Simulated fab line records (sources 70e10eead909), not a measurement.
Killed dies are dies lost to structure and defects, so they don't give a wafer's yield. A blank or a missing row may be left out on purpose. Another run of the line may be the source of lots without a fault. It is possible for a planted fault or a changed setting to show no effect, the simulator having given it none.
Comparing a struck lot with a sound one / flow nand_harc / 41 out of 1302 route steps
Sound: these wafers, L736.1, L736.2, L736.3. Wafers struck: L749.3, L749.4, L749.6. At the end, the cause is stated.
Order at every step that has rows: each side's tool, ch and its chambers, its first start. Under that, the readings that differ: sound wafers / struck wafers / difference of the means / sigmas: that difference in standard deviations of wafers without a fault.
alike: readings with means less than 2 such deviations apart, plus words and numbers identical on both sides. not compared: withheld readings, readings lacking a value on some wafer, bounds such as >300 that could conceal the same value, and numbers that have no deviation in the record and whose values overlap.
The two part at a step that has a row with sigmas, a row that says differs or no value, or rows on one side only. Numbers that don't overlap but have no deviation are shown without sigmas and don't part them. A reading missing from all wafers of one side parts the sides only when that side holds two or more wafers.

first, 3 steps without rows for these wafers: NHARC_A_STAIRCASE_TRIM_220 (chemistry O2, time 211.2 s); NHARC_A_STAIRCASE_ETCH_221 (etches the open film in C4F8/O2, target depth 100 nm, time 40.5 s); NHARC_A_STAIRCASE_TRIM_222 (chemistry O2, time 211.2 s).
NHARC_A_STAIRCASE_ETCH_223: etches the open film in C4F8/O2, target depth 100 nm, time 40.5 s.
  sound on rie_diel-06 ch 0,1,3; struck on rie_diel-04 ch 0,1,3
  alike: bias_w, oes_product_au, rf_vpp_V
  not compared: rf_hours_counter_h
then, 5 steps without rows for these wafers: NHARC_A_STAIRCASE_TRIM_224 (chemistry O2, time 211.2 s); NHARC_A_STAIRCASE_ETCH_225 (etches the open film in C4F8/O2, target depth 100 nm, time 40.5 s); NHARC_A_STAIRCASE_TRIM_226 (chemistry O2, time 211.2 s); NHARC_A_STAIRCASE_ETCH_227 (etches the open film in C4F8/O2, target depth 100 nm, time 40.5 s); NHARC_A_STAIRCASE_TRIM_229 (chemistry O2, time 211.2 s).
NHARC_A_STAIRCASE_ETCH_230: etches the open film in C4F8/O2, target depth 100 nm, time 40.5 s.
  sound on rie_diel-02 ch 0,2,3; struck on rie_diel-02 ch 0,1
  alike: bias_w, oes_product_au, rf_vpp_V
  not compared: rf_hours_counter_h
NHARC_A_STAIRCASE_TRIM_231: chemistry O2, time 211.2 s.
  sound on rie_diel-02 ch 0,1,3; struck on rie_diel-02 ch 1,3
  alike: drypump_motor_current_A, oes_product_au, rf_vpp_V, showerhead_plenum_p_Torr, throttle_valve_pct
  not compared: rf_hours_counter_h
NHARC_A_STAIRCASE_ETCH_232: etches the open film in C4F8/O2, target depth 100 nm, time 40.5 s.
  sound on rie_diel-02 ch 1,2,3, day 18 11:28; struck on rie_diel-02 ch 1,2, day 24 03:31
reading=bias_w (W); sound=996 993 998; struck=1006 1000 1003; difference=+7; sigmas=+2
  alike: oes_product_au, rf_vpp_V
  not compared: rf_hours_counter_h
then, 1 step without rows for these wafers: NHARC_A_STAIRCASE_TRIM_233 (chemistry O2, time 211.2 s).
NHARC_A_STAIRCASE_ETCH_234: etches the open film in C4F8/O2, target depth 100 nm, time 40.5 s.
  sound on rie_diel-02 ch 0,1,3; struck on rie_diel-02 ch 0,1,3
  alike: bias_w, oes_product_au, rf_vpp_V
  not compared: rf_hours_counter_h
then, 22 steps without rows for these wafers: NHARC_A_STAIRCASE_TRIM_235 (chemistry O2, time 211.2 s); NHARC_A_STAIRCASE_ETCH_236 (etches the open film in C4F8/O2, target depth 100 nm, time 40.5 s); NHARC_A_STAIRCASE_STRIP_238 (strips in O2); NHARC_A_STAIRCASE_STRIP_239 (strips in SPM, time 900 s); NHARC_A_STAIRCASE_PRECLEAN_240 (cleans in SC1); NHARC_A_STAIRCASE_SRD_241; NHARC_A_STAIRCASE_DEHYDRATE_242 (time 120 s); NHARC_A_STAIRCASE_HMDS_243 (time 30 s); NHARC_A_STAIRCASE_COAT_244; NHARC_A_STAIRCASE_SOFTBAKE_245 (time 170 s); NHARC_A_STAIRCASE_EBR_246; NHARC_A_STAIRCASE_EXPOSE_247 (exposes mask SDS 1); NHARC_A_STAIRCASE_PEB_248 (peb time 130 s); NHARC_A_STAIRCASE_DEVELOP_249 (time 140 s); NHARC_A_STAIRCASE_HARDBAKE_251 (time 140 s); NHARC_A_STAIRCASE_DESCUM_252 (chemistry O2, time 3 s); NHARC_A_STAIRCASE_ETCH_253 (etches the open film in C4F8/O2, target depth 50 nm, time 20.2 s); NHARC_A_STAIRCASE_STRIP_254 (strips in O2); NHARC_A_STAIRCASE_STRIP_255 (strips in SPM, time 900 s); NHARC_A_STAIRCASE_PRECLEAN_256 (cleans in SC1); NHARC_A_STAIRCASE_SRD_257; NHARC_A_STAIRCASE_HM_DEP_456 (deposits aC, target thk 3100 nm).
NHARC_A_STAIRCASE_DEP_259: deposits SiON, target thk 30 nm.
  sound on pecvd-04 ch 0,1,2, day 18 18:49; struck on pecvd-02 ch 0,1, day 24 10:23
  alike: heater_power_w, susceptor_temp_C
then, 2 steps without rows for these wafers: NHARC_A_STAIRCASE_DEHYDRATE_260 (time 120 s); NHARC_A_STAIRCASE_HMDS_261 (time 30 s).
-- record jumps: 3 days separate the struck wafers' starts on either side; left off in module A_STAIRCASE, taken up again in module A_SGD_CUT, whose first shown step is the route's number 890 --
NHARC_A_SGD_CUT_DEP_00: deposits SiNx, target thk 50 nm.
  sound on pecvd-02 ch 0,1,2, day 21 12:47; struck on pecvd-02 ch 0,1, day 27 03:16
reading=hold; sound=- - -; struck=await_dispo/5.4h/release await_dispo/5.4h/release await_dispo/5.4h/release; difference=no value on the sound wafers; sigmas=
  alike: heater_power_w, susceptor_temp_C
-- the record jumps here: 6 days lie between the struck wafers' starts before and after (it left off in module A_SGD_CUT and takes up again in module END, whose first step shown is number 1302 of the route) --
NHARC_END_SORT_01:
  sound on prober-01 ch 0, day 26 22:04; struck on prober-02 ch 0, day 33 11:54
reading=killed_at_array; sound=79 65 50; struck=147 156 124; difference=+78; sigmas=+4
reading=killed_dies; sound=87 69 54; struck=148 159 124; difference=+74; sigmas=+4
  alike: killed_at_other, killed_at_periphery, killed_open, killed_short

WHERE THEY PART
Last at NHARC_END_SORT_01 as far as this record goes, first at NHARC_A_STAIRCASE_ETCH_232.

WHY: whatever the simulator had introduced
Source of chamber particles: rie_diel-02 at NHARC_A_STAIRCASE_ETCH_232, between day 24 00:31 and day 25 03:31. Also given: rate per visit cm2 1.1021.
